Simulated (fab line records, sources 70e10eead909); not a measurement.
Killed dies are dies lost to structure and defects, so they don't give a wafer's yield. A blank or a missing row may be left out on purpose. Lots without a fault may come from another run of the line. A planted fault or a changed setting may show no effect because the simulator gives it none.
Which tool did it? | flow nand_harc | 15 lots, 45 wafers sampled, at 4 steps of a route of 1159

WHAT THE GAUGES READ, wafer by wafer
The record holds no reading of a measuring or inspecting step that can be judged against a usual standard deviation.

WHICH TOOL RAN EACH LOT (tool, then ch and the chambers of the sampled wafers, then the start)
lot  | NHARC_A_CONTACT_ETCH_48            | NHARC_A_CONTACT_ETCH_114             | NHARC_A_CONTACT_ETCH_118             | NHARC_A_CONTACT_ETCH_119
L406 | rie_diel-01 ch 0,1,3, day 16 13:59 | har_cap_etch-02 ch 0,1, day 16 15:32 | har_cap_etch-02 ch 0,1, day 16 15:54 | har_cap_etch-02 ch 0,1, day 16 15:59
L407 | rie_diel-05 ch 1,2,3, day 16 16:14 | har_cap_etch-01 ch 0,1, day 16 18:10 | har_cap_etch-01 ch 0,1, day 16 18:31 | har_cap_etch-01 ch 0,1, day 16 18:37
L409 | rie_diel-13 ch 0,3, day 17 01:13   | har_cap_etch-02 ch 0,1, day 17 02:48 | har_cap_etch-02 ch 0,1, day 17 03:10 | har_cap_etch-02 ch 0,1, day 17 03:15
L410 | rie_diel-05 ch 0,2,3, day 17 06:19 | har_cap_etch-01 ch 0,1, day 17 08:05 | har_cap_etch-01 ch 0,1, day 17 08:26 | har_cap_etch-01 ch 0,1, day 17 08:32
L412 | rie_diel-05 ch 0,1,2, day 18 05:01 | har_cap_etch-03 ch 0,1, day 18 06:43 | har_cap_etch-03 ch 0,1, day 18 07:12 | har_cap_etch-03 ch 0,1, day 18 07:19
L411 | rie_diel-05 ch 0,1, day 18 11:18   | har_cap_etch-01 ch 0,1, day 18 12:53 | har_cap_etch-01 ch 0,1, day 18 13:14 | har_cap_etch-01 ch 0,1, day 18 13:19
L413 | rie_diel-13 ch 0,1, day 18 23:52   | har_cap_etch-03 ch 0,1, day 19 01:50 | har_cap_etch-03 ch 0,1, day 19 02:11 | har_cap_etch-03 ch 0,1, day 19 02:17
L417 | rie_diel-05 ch 1,3, day 20 08:34   | har_cap_etch-02 ch 0,1, day 20 10:21 | har_cap_etch-02 ch 0,1, day 20 10:43 | har_cap_etch-02 ch 0,1, day 20 10:48
L422 | rie_diel-01 ch 2,3, day 20 11:12   | har_cap_etch-02 ch 0,1, day 20 12:47 | har_cap_etch-02 ch 0,1, day 20 13:09 | har_cap_etch-02 ch 0,1, day 20 13:14
L416 | rie_diel-01 ch 0,3, day 20 12:40   | har_cap_etch-03 ch 0, day 20 14:24   | har_cap_etch-03 ch 0, day 20 14:46   | har_cap_etch-03 ch 0, day 20 14:51
L421 | rie_diel-01 ch 1,2, day 20 18:39   | har_cap_etch-03 ch 0,1, day 20 20:12 | har_cap_etch-03 ch 0,1, day 20 20:34 | har_cap_etch-03 ch 0,1, day 20 20:40
L424 | rie_diel-13 ch 0,1,2, day 20 23:07 | har_cap_etch-02 ch 0,1, day 21 00:47 | har_cap_etch-02 ch 0,1, day 21 01:17 | har_cap_etch-02 ch 0,1, day 21 01:24
L425 | rie_diel-05 ch 0,2,3, day 21 13:48 | har_cap_etch-02 ch 0,1, day 21 15:22 | har_cap_etch-02 ch 0,1, day 21 15:44 | har_cap_etch-02 ch 0,1, day 21 15:49
L428 | rie_diel-13 ch 2,3, day 21 23:03   | har_cap_etch-02 ch 0,1, day 22 00:49 | har_cap_etch-02 ch 0,1, day 22 01:10 | har_cap_etch-02 ch 0,1, day 22 01:16
L427 | rie_diel-13 ch 2,3, day 22 02:25   | har_cap_etch-03 ch 0,1, day 22 03:59 | har_cap_etch-03 ch 0,1, day 22 04:21 | har_cap_etch-03 ch 0,1, day 22 04:27
- NHARC_A_CONTACT_ETCH_48: etches the open film in CF4, target depth 39 nm, time 65 s.
- NHARC_A_CONTACT_ETCH_114: etches the open film in C4F8/O2/Ar, time 94 s, target depth 922 nm.
- NHARC_A_CONTACT_ETCH_118: etches the open film in C4F8/O2/Ar, time 94 s, target depth 922 nm.
- NHARC_A_CONTACT_ETCH_119: etches the open film in C4F8/O2/Ar, time 94 s, target depth 922 nm.

WHAT THE TOOLS THEMSELVES READ (means of the sampled wafers that have a number; where no wafer has one, the mark that the record gives instead)
NHARC_A_CONTACT_ETCH_48. Usual: bias_w 100.0 W, standard deviation 0.3; cf4_flow_sccm 150.0 sccm, standard deviation 0.43; drypump_motor_current_A 5.7 A, standard deviation 0.56; oes_product_au 1.000 a.u., standard deviation 0.0069; rf_vpp_V 150.9 V, standard deviation 1.1; showerhead_plenum_p_Torr 1.74 Torr, standard deviation 0.066; throttle_valve_pct 13.283 %, standard deviation 0.0087.
lot  | tool        | bias_w (W) | cf4_flow_sccm (sccm) | drypump_motor_current_A (A) | oes_product_au (a.u.) | rf_vpp_V (V) | showerhead_plenum_p_Torr (Torr) | throttle_valve_pct (%) | flag
L406 | rie_diel-01 | 100.1      | 150.0                | 5.6                         | 0.995                 | 151.1        | 1.81                            | 13.278                 |
L407 | rie_diel-05 | 99.9       | 150.2                | 5.3                         | 0.996                 | 150.9        | 1.74                            | 13.281                 |
L409 | rie_diel-13 | 99.6       | 150.4                | 5.4                         | 1.002                 | 150.0        | 1.68                            | 13.282                 |
L410 | rie_diel-05 | 99.8       | 150.0                | 5.2                         | 0.998                 | 151.0        | 1.75                            | 13.287                 |
L412 | rie_diel-05 | 100.0      | 149.5                | 5.5                         | 0.997                 | 151.3        | 1.73                            | 13.280                 |
L411 | rie_diel-05 | 100.0      | 150.2                | 6.0                         | 1.004                 | 150.1        | 1.71                            | 13.276                 |
L413 | rie_diel-13 | 100.1      | 149.8                | 6.1                         | 0.998                 | 149.7        | 1.66                            | 13.288                 |
L417 | rie_diel-05 | 100.0      | 150.1                | 5.4                         | 1.001                 | 151.4        | 1.73                            | 13.286                 |
L422 | rie_diel-01 | 99.9       | 150.0                | 5.9                         | 0.998                 | 150.2        | 1.75                            | 13.285                 |
L416 | rie_diel-01 | 100.1      | 150.3                | 6.0                         | 1.005                 | 150.8        | 1.79                            | 13.281                 |
L421 | rie_diel-01 | 100.4      | 149.6                | 5.9                         | 1.004                 | 150.4        | 1.76                            | 13.275                 |
L424 | rie_diel-13 | 99.9       | 150.0                | 6.0                         | 1.001                 | 150.6        | 1.77                            | 13.279                 |
L425 | rie_diel-05 | 99.9       | 150.5                | 5.2                         | 0.997                 | 151.0        | 1.74                            | 13.282                 |
L428 | rie_diel-13 | 100.4      | 149.9                | 5.6                         | 1.001                 | 152.3        | 1.84                            | 13.287                 |
L427 | rie_diel-13 | 100.1      | 149.9                | 6.0                         | 0.998                 | 150.6        | 1.77                            | 13.280                 |

NHARC_A_CONTACT_ETCH_114. Usual: chamber_pressure_mTorr 20.000 mTorr, standard deviation 0.017; oes_air_line_au 0.997 a.u., standard deviation 0.02.
lot  | tool            | chamber_pressure_mTorr (mTorr) | oes_air_line_au (a.u.) | flag
L406 | har_cap_etch-02 | 19.999                         | 0.999                  |
L407 | har_cap_etch-01 | 19.994                         | 1.006                  |
L409 | har_cap_etch-02 | 20.000                         | 0.978                  |
L410 | har_cap_etch-01 | 19.995                         | 0.991                  |
L412 | har_cap_etch-03 | 20.032                         | 1.001                  |
L411 | har_cap_etch-01 | 20.003                         | 0.984                  |
L413 | har_cap_etch-03 | 19.999                         | 0.985                  |
L417 | har_cap_etch-02 | 19.989                         | 1.024                  |
L422 | har_cap_etch-02 | 19.988                         | 0.987                  |
L416 | har_cap_etch-03 | 19.983                         | 1.007                  |
L421 | har_cap_etch-03 | 19.987                         | 0.998                  |
L424 | har_cap_etch-02 | 19.990                         | 1.005                  |
L425 | har_cap_etch-02 | 20.006                         | 0.999                  |
L428 | har_cap_etch-02 | 20.007                         | 0.984                  |
L427 | har_cap_etch-03 | 19.991                         | 0.997                  |

NHARC_A_CONTACT_ETCH_118. Usual: chamber_pressure_mTorr 20.000 mTorr, standard deviation 0.019; oes_air_line_au 1.001 a.u., standard deviation 0.021.
lot  | tool            | chamber_pressure_mTorr (mTorr) | oes_air_line_au (a.u.) | flag
L406 | har_cap_etch-02 | 19.993                         | 0.984                  |
L407 | har_cap_etch-01 | 20.004                         | 0.993                  |
L409 | har_cap_etch-02 | 19.987                         | 1.000                  |
L410 | har_cap_etch-01 | 20.007                         | 0.990                  |
L412 | har_cap_etch-03 | 20.008                         | 1.021                  |
L411 | har_cap_etch-01 | 19.997                         | 1.004                  |
L413 | har_cap_etch-03 | 19.999                         | 1.024                  |
L417 | har_cap_etch-02 | 19.995                         | 1.011                  |
L422 | har_cap_etch-02 | 20.000                         | 0.992                  |
L416 | har_cap_etch-03 | 20.002                         | 1.018                  |
L421 | har_cap_etch-03 | 20.001                         | 1.023                  |
L424 | har_cap_etch-02 | 20.013                         | 1.002                  |
L425 | har_cap_etch-02 | 20.004                         | 0.970                  |
L428 | har_cap_etch-02 | 20.007                         | 0.986                  |
L427 | har_cap_etch-03 | 19.969                         | 0.998                  |

NHARC_A_CONTACT_ETCH_119. Usual: chamber_pressure_mTorr 19.998 mTorr, standard deviation 0.019; oes_air_line_au 1.000 a.u., standard deviation 0.019.
lot  | tool            | chamber_pressure_mTorr (mTorr) | oes_air_line_au (a.u.) | flag
L406 | har_cap_etch-02 | 19.985                         | 1.015                  |
L407 | har_cap_etch-01 | 19.985                         | 0.994                  |
L409 | har_cap_etch-02 | 20.015                         | 0.998                  |
L410 | har_cap_etch-01 | 19.988                         | 0.983                  |
L412 | har_cap_etch-03 | 20.020                         | 0.993                  |
L411 | har_cap_etch-01 | 19.994                         | 1.005                  |
L413 | har_cap_etch-03 | 20.007                         | 1.014                  |
L417 | har_cap_etch-02 | -                              | -                      | OFF
L422 | har_cap_etch-02 | -                              | -                      | OFF
L416 | har_cap_etch-03 | -                              | -                      | OFF
L421 | har_cap_etch-03 | 19.990                         | 0.994                  |
L424 | har_cap_etch-02 | 19.988                         | 1.003                  |
L425 | har_cap_etch-02 | 20.003                         | 1.003                  |
L428 | har_cap_etch-02 | 19.991                         | 1.002                  |
L427 | har_cap_etch-03 | 19.983                         | 1.006                  |

THE ANSWER, worked out from the rows above alone
Rule: a lot is off if the mean of its wafers that have a number lies more than 3 standard deviations from the usual mean. A lot without any number at a reading at which 4 lots or more have one is off too. The other lots that the step has rows for count as sound. The gauges are gone through in route order, then the tools' own readings, and for those a lot's mean is taken as printed above. The first step at which some lot is off is used, and at that step the reading that is off furthest; a lot without a number counts as furthest.
Off: L417, L422, L416, at NHARC_A_CONTACT_ETCH_119 (chamber_pressure_mTorr). Without a number there: L417, L422, L416.
A tool fits if, at that step or a process step before it, it ran every lot that is off, and no sound lot after the first of them. None of those tried fits.

WHAT THE SIMULATOR HAD PUT IN
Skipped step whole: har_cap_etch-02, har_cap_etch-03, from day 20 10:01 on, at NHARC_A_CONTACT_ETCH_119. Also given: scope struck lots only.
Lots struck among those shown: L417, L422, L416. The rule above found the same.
